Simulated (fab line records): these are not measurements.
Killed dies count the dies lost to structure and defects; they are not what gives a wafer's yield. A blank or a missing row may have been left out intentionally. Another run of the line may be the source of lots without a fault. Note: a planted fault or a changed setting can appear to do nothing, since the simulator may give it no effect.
fab line records	flow n5_finfet
record lots=6	wafers=18	last_day=16
route steps=1938 shown ZERO_LAYER@12 WELL_APT@20
lots untouched by any fault: they come from a run of this same line in which no faults occurred
start_h: hours from the record's opening day to when the first of the lot's shown wafers began	wait_h: hours since the lot's step before	" the same as in the row above	L1.1+2: several wafers, shown together as one row	- value missing, or start not given	* or withheld: withheld	< > ~ a bound
route shown NAME@n: a module of which the file shows steps, and the number in the route of the first	usual: average and standard deviation across the fault-free wafers	same: alike in all rows	chamber/n: place in a boat	sites: each site's reading	_std_site: standard deviation of those values	_edge_site: the outer-site mean with the inner-site mean subtracted	radius_mm: for every site, how far away it sits from the centre of the wafer	mask NAME#n: copy n	behind: the tool/chamber that last shaped the wafer	hold: why the lot was held/for how many hours/how that ended	device: names the non-switching transistor (n, p or np)	end of line: tests run on the same wafers once the route is complete	for a step that has no rows: nothing shown but its recipe	killed: the dies lost at the first sort to structure and to defects; this is not the yield of the wafer	map: a wafer's dies, x killed, . not, _ none there
set.NAME: the setting that was run; set.NAME@STEP: the one run at that earlier step	model.NAME: the simulator's own value behind a step, which no gauge read
certain route steps with their lots: each step a table, each wafer a row
services: from which hour (start_h, from the record's first day; less than 0 if before it) a tool's chamber was out of use, for how many hours, and why
## steps
# step N5_ZERO_LAYER_HARDBAKE_23
# recipe temp_c=130	time_s=120
# step N5_ZERO_LAYER_CD_MEAS_11
# recipe target_cd_nm=2000	landing_energy_ev=500	detector=se_inlens
# usual cd_nm=1999.9/2.1
lot.wafer	tool	chamber	start_h	wait_h	cd_nm
L200.1	cd_sem-01	0	24.66	-	1998.8
L200.5	"	0	"	"	2002.7
L200.6	"	0	"	"	1999.0
L201.1	cd_sem-01	0	30.64	-	2002.6
L201.4	"	0	"	"	2001.4
L201.6	"	0	"	"	1999.8
L206.2	cd_sem-01	0	60.66	-	2001.2
L206.3	"	0	"	"	2000.2
L206.6	"	0	"	"	1999.4
L207.2	cd_sem-02	0	66.77	-	1998.6
L207.3	"	0	"	"	2002.7
L207.4	"	0	"	"	2002.3
L214.2	cd_sem-02	0	108.64	-	2002.7
L214.3	"	0	"	"	2000.4
L214.6	"	0	"	"	1999.2
L216.3	cd_sem-03	0	120.77	-	2000.1
L216.4	"	0	"	"	2000.0
L216.6	"	0	"	"	2002.3
# step N5_ZERO_LAYER_DESCUM_16
# recipe chemistry=O2	time_s=7.9	source_power_w=50	bias_power_w=20	pressure_mtorr=20	rf_frequency_hz=2.712e+07	temp_c=40	o2_flow_sccm=225
# usual chamber_pressure_mTorr=20.002/0.019	drypump_motor_current_A=5.9/0.48	o2_flow_sccm=224.9/0.69	oes_product_au=0.78/0.085	rf_vpp_V=243.9/1.3	showerhead_plenum_p_Torr=2.14/0.068	throttle_valve_pct=20.39/0.16
lot.wafer	tool	chamber	start_h	wait_h	chamber_pressure_mTorr	drypump_motor_current_A	o2_flow_sccm	oes_product_au	rf_hours_counter_h	rf_vpp_V	showerhead_plenum_p_Torr	throttle_valve_pct
L200.1	rie_diel-01	3	24.84	0.2	19.985	6.3	226.0	0.78	135	243.6	2.11	20.40
L200.5	"	0	"	"	20.002	5.8	225.0	0.71	-	244.3	2.12	20.50
L200.6	"	1	"	"	19.992	5.9	224.4	1.01	-	245.6	2.26	20.31
L201.1	rie_diel-01	2	30.68	0.0	20.003	5.7	223.8	0.76	147	245.1	2.18	20.04
L201.4	"	1	"	"	20.003	5.9	223.6	0.98	2	245.5	2.26	20.34
L201.6	"	1	"	"	19.983	5.9	225.1	0.98	-	247.0	2.26	20.31
L206.2	rie_diel-01	3	60.70	0.0	20.007	6.3	224.4	0.78	147	243.6	2.11	20.43
L206.3	"	2	"	"	19.968	5.7	224.6	0.75	156	245.0	2.18	20.07
L206.6	"	0	"	"	20.000	5.8	225.5	0.70	-	245.2	2.12	20.52
L207.2	rie_diel-01	3	66.80	0.0	20.003	6.3	226.3	0.77	149	244.1	2.11	20.42
L207.3	"	2	"	"	19.993	5.7	225.1	0.76	158	245.5	2.18	20.07
L207.4	"	1	"	"	19.987	5.9	225.5	0.95	11	245.6	2.25	20.34
L214.2	rie_diel-01	3	109.00	0.4	20.034	6.3	224.9	0.76	163	243.4	2.10	20.44
L214.3	"	0	"	"	20.017	5.8	225.3	0.99	2	244.6	2.12	20.21
L214.6	"	0	"	"	20.012	5.8	224.2	0.99	-	246.1	2.12	20.19
L216.3	rie_diel-02	3	120.80	0.0	20.027	5.6	224.5	0.70	241	241.1	1.98	20.45
L216.4	"	0	"	"	20.017	5.1	225.1	0.72	208	244.0	2.17	20.56
L216.6	"	3	"	"	20.031	5.6	224.0	0.70	-	241.7	1.98	20.45
# step N5_ZERO_LAYER_ETCH_17
# recipe chemistry=CF4	target=SiO2	target_depth_a=120	time_s=13.3	ion_energy_ev=350	pressure_mtorr=40	source_w=450	bias_w=215	Ar_flow_sccm=100	cf4_flow_sccm=100
# usual chamber_pressure_mTorr=40.00/0.037	drypump_motor_current_A=5.9/0.48	oes_product_au=0.78/0.085	rf_vpp_V=951/3.9	showerhead_plenum_p_Torr=2.19/0.062	throttle_valve_pct=15.63/0.2
lot.wafer	tool	chamber	start_h	wait_h	chamber_pressure_mTorr	drypump_motor_current_A	oes_product_au	rf_hours_counter_h	rf_vpp_V	showerhead_plenum_p_Torr	throttle_valve_pct
L200.1	rie_diel-01	3	24.87	0.0	39.91	6.3	0.77	135	948	2.16	15.63
L200.5	"	0	"	"	39.99	5.8	0.72	-	951	2.20	16.05
L200.6	"	1	"	"	40.03	5.9	1.02	-	957	2.29	15.43
L201.1	rie_diel-01	2	30.71	0.0	39.98	5.7	0.75	147	955	2.22	15.28
L201.4	"	1	"	"	40.03	5.9	0.99	2	957	2.29	15.41
L201.6	"	1	"	"	40.06	5.9	0.99	-	957	2.29	15.40
L206.2	rie_diel-01	3	60.73	0.0	40.01	6.3	0.77	147	948	2.15	15.65
L206.3	"	2	"	"	40.05	5.7	0.74	156	953	2.22	15.30
L206.6	"	0	"	"	40.06	5.8	0.71	-	953	2.20	16.06
L207.2	rie_diel-01	3	66.84	0.0	39.99	6.3	0.77	149	950	2.15	15.66
L207.3	"	2	"	"	39.95	5.7	0.74	158	955	2.21	15.31
L207.4	"	1	"	"	39.97	5.9	0.94	11	957	2.28	15.43
L214.2	rie_diel-01	3	109.03	0.0	40.01	6.3	0.76	163	949	2.15	15.68
L214.3	"	0	"	"	40.03	5.8	1.00	2	953	2.20	15.62
L214.6	"	0	"	"	40.00	5.8	1.00	-	952	2.20	15.59
L216.3	rie_diel-02	3	120.84	0.0	39.97	5.6	0.72	241	940	2.03	15.72
L216.4	"	0	"	"	40.01	5.1	0.71	208	954	2.20	15.69
L216.6	"	3	"	"	39.95	5.6	0.71	-	941	2.03	15.72
# step N5_ZERO_LAYER_ETCH_18
# recipe chemistry=HBr/Cl2	target=Si	target_depth_a=1200	time_s=40	pressure_mtorr=10	icp_w=800	bias_w=75	HBr_flow_sccm=150	Cl2_flow_sccm=80
# usual chamber_pressure_mTorr=10.000/0.0094	drypump_motor_current_A=5.9/0.41	oes_product_au=0.994/0.019	throttle_valve_pct=36.2/0.47
lot.wafer	tool	chamber	start_h	wait_h	chamber_pressure_mTorr	drypump_motor_current_A	oes_product_au	rf_hours_counter_h	throttle_valve_pct
L200.1	rie_si-03	2	24.95	0.0	9.990	6.3	0.973	97	35.8
L200.5	"	2	"	"	9.989	6.3	0.971	-	35.8
L200.6	"	3	"	"	10.006	5.6	0.988	-	36.5
L201.1	rie_si-06	0	30.79	0.0	10.004	5.9	1.016	49	37.0
L201.4	"	2	"	"	10.009	6.2	1.026	88	36.0
L201.6	"	0	"	"	9.991	5.9	1.019	-	36.9
L206.2	rie_si-03	2	60.80	0.0	10.015	6.4	0.966	98	35.8
L206.3	"	1	"	"	10.004	5.5	1.013	26	35.5
L206.6	"	1	"	"	10.002	5.5	1.009	-	35.5
L207.2	rie_si-01	1	66.91	0.0	9.976	5.4	0.990	7	36.3
L207.3	"	3	"	"	9.994	5.4	1.004	57	36.2
L207.4	"	2	"	"	10.006	6.2	1.006	45	37.3
L214.2	rie_si-01	0	109.11	0.0	10.016	6.4	0.973	16	36.3
L214.3	"	2	"	"	10.000	6.1	0.999	46	37.3
L214.6	"	0	"	"	9.997	6.4	0.974	-	36.3
L216.3	rie_si-01	3	120.91	0.0	10.003	5.4	1.004	58	36.2
L216.4	"	2	"	"	10.002	6.1	1.001	46	37.3
L216.6	"	0	"	"	9.988	6.5	0.975	-	36.3
# step N5_ZERO_LAYER_STRIP_24
# recipe chemistry=O2	power_w=1000	temp_c=250	overash_fraction=0.3	pressure_mtorr=1000	o2_flow_sccm=6750
# usual chamber_pressure_mTorr=1000.1/0.89	drypump_motor_current_A=5.9/0.35	heater_power_w=371/19	o2_flow_sccm=6748/17	oes_product_au=0.647/0.0044	strip_time_to_endpoint_s=43.85/0.1
lot.wafer	tool	chamber	start_h	wait_h	chamber_pressure_mTorr	drypump_motor_current_A	heater_power_w	o2_flow_sccm	oes_product_au	rf_hours_counter_h	strip_time_to_endpoint_s
L200.1	plasma_asher-01	0	25.05	0.1	999.6	5.8	354	6745	0.644	92	43.79
L200.5	"	0	"	"	1001.9	5.8	345	6758	0.645	-	43.75
L200.6	"	1	"	"	999.5	5.8	383	6756	0.647	-	43.71
L201.1	plasma_asher-02	1	30.89	0.1	1001.9	6.7	367	6767	0.649	17	43.85
L201.4	"	1	"	"	999.4	6.7	377	6735	0.649	-	43.83
L201.6	"	0	"	"	999.3	5.7	351	6740	0.643	-	43.80
L206.2	plasma_asher-02	1	60.91	0.1	1000.6	6.7	364	6794	0.647	22	44.02
L206.3	"	0	"	"	998.6	5.7	354	6739	0.652	-	43.86
L206.6	"	0	"	"	1001.0	5.7	350	6739	0.646	-	43.96
L207.2	plasma_asher-01	1	67.02	0.1	999.9	5.8	396	6758	0.650	100	43.72
L207.3	"	0	"	"	1001.4	5.8	345	6738	0.643	-	43.70
L207.4	"	1	"	"	1000.8	5.8	389	6753	0.645	-	43.70
L214.2	plasma_asher-01	0	109.22	0.1	1000.3	5.8	355	6731	0.640	109	43.91
L214.3	"	0	"	"	1000.8	5.8	353	6738	0.647	-	44.06
L214.6	"	0	"	"	1000.3	5.8	352	6752	0.648	-	43.93
L216.3	plasma_asher-01	1	121.04	0.1	998.5	5.8	397	6740	0.646	-	43.92
L216.4	"	0	"	"	999.8	5.8	353	6740	0.647	-	44.03
L216.6	"	1	"	"	1000.4	5.9	401	6730	0.654	-	43.90
# step N5_ZERO_LAYER_STRIP_19
# recipe chemistry=SPM	time_s=900	temp_c=130	h2so4_h2o2_vol_ratio=4	dry=ipa_marangoni
# step N5_ZERO_LAYER_INSPECT_20
# recipe inspect_instrument=darkfield	mode=post_clean
# usual raw_defect_count=39/18
lot.wafer	tool	chamber	start_h	wait_h	raw_defect_count
L200.1	defect_inspect-01	-	25.43	0.0	35
L200.5	"	-	"	"	14
L200.6	"	-	"	"	29
L201.1	defect_inspect-01	-	31.31	0.0	18
L201.4	"	-	"	"	14
L201.6	"	-	"	"	23
L206.2	defect_inspect-01	-	61.32	0.0	30
L206.3	"	-	"	"	38
L206.6	"	-	"	"	40
L207.2	defect_inspect-01	-	67.40	0.0	28
L207.3	"	-	"	"	32
L207.4	"	-	"	"	25
L214.2	defect_inspect-01	-	109.59	0.0	52
L214.3	"	-	"	"	60
L214.6	"	-	"	"	34
L216.3	defect_inspect-01	-	121.40	0.0	23
L216.4	"	-	"	"	41
L216.6	"	-	"	"	29
# step N5_WELL_APT_HMDS_01
# recipe time_s=60	temp_c=120
# step N5_WELL_APT_COAT_02
# recipe spin_rpm=1357	resist_thk_nm=950
# step N5_WELL_APT_EBR_04
# recipe solvent=PGMEA	ebr_width_mm=1.5
# step N5_WELL_APT_SOFTBAKE_03
# recipe temp_c=130	time_s=60
# step N5_WELL_APT_EXPOSE_05
# recipe mask_id=NWELL	na=0.8	source_shape=conventional	sigma_outer=0.8	polarization=unpolarized	defocus_nm=0	target_cd_nm=200	dose_mj=20.3
# usual exposure_dose_mJ_cm2=20.286/0.021	focus_offset_nm=-0.1/0.53
lot.wafer	tool	chamber	start_h	wait_h	mask	exposure_dose_mJ_cm2	focus_offset_nm
L200.1	krf_scanner-01	0	25.69	-	NWELL#0	20.275	-1.0
L200.5	"	0	"	"	NWELL#0	20.279	0.3
L200.6	"	0	"	"	NWELL#0	20.257	0.0
L201.1	krf_scanner-01	0	31.44	-	NWELL#0	20.269	-0.3
L201.4	"	0	"	"	NWELL#0	20.273	-0.1
L201.6	"	0	"	"	NWELL#0	20.279	-0.7
L206.2	krf_scanner-01	-	61.46	-	NWELL#0	-	-
L206.3	"	-	"	"	NWELL#0	-	-
L206.6	"	-	"	"	NWELL#0	-	-
L207.2	krf_scanner-02	-	67.66	-	NWELL#0	-	-
L207.3	"	-	"	"	NWELL#0	-	-
L207.4	"	-	"	"	NWELL#0	-	-
L214.2	krf_scanner-02	0	109.85	-	NWELL#0	20.294	0.2
L214.3	"	0	"	"	NWELL#0	20.283	0.4
L214.6	"	0	"	"	NWELL#0	20.296	0.6
L216.3	krf_scanner-02	0	121.54	-	NWELL#0	20.295	0.2
L216.4	"	0	"	"	NWELL#0	20.283	-0.1
L216.6	"	0	"	"	NWELL#0	20.312	0.8
# step N5_WELL_APT_PEB_06
# recipe peb_temp_c=130	peb_time_s=90
## services
tool	chamber	start_h	hours	kind
krf_scanner-01	-	1.23	2.3	repair
krf_scanner-01	-	4.33	3.6	pm
krf_scanner-01	-	9.46	1.0	pm
rie_diel-01	1	11.47	-	clean
rie_diel-01	1	11.47	-	consumable_replace:focus_ring
rie_diel-01	1	11.47	-	consumable_replace:showerhead
rie_diel-01	1	11.47	13.3	scheduled_down
rie_diel-01	1	11.47	13.3	vent_cycle
krf_scanner-01	-	13.30	1.3	pm
krf_scanner-02	-	42.65	4.0	pm
rie_si-03	-	58.86	0.3	repair
plasma_asher-02	-	75.13	2.3	repair
rie_si-03	-	78.35	2.8	pm
krf_scanner-02	-	81.46	0.5	repair
rie_si-06	-	83.34	2.8	pm
rie_diel-01	0	83.87	-	clean
rie_diel-01	0	83.87	-	consumable_replace:focus_ring
rie_diel-01	0	83.87	18.3	scheduled_down
rie_si-01	3	85.70	8.7	repair
krf_scanner-02	-	91.57	1.0	pm
krf_scanner-02	-	92.57	4.4	pm
rie_diel-01	-	94.95	0.5	repair
rie_diel-02	-	105.28	14.6	pm
krf_scanner-02	-	117.75	1.6	repair
## key
first_sign step=N5_WELL_APT_EXPOSE_05	reading=tool_record	direction=missing
effect none on later readings
met_at N5_WELL_APT_EXPOSE_05
struck_wafers L206.2,L206.3,L206.6,L207.2,L207.3,L207.4
later_rows_left_out L206.2,L206.3,L206.6,L207.2,L207.3,L207.4
sort_left_out L206.2,L206.3,L206.6,L207.2,L207.3,L207.4
onset_between 31.44 61.46
fault kind=skipped_step_whole	tool=krf_scanner-01,krf_scanner-02	chamber=-	onset_h=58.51	steps=N5_WELL_APT_EXPOSE_05	scope=struck_lots_only
# sort_left_out: the simulated sort isn't trusted on such a fault, so these wafers' sort isn't shown, and their yield isn't known
# later_rows_left_out: the simulator's readings of these wafers behind a module that went badly wrong aren't trusted and aren't shown, but for the sort
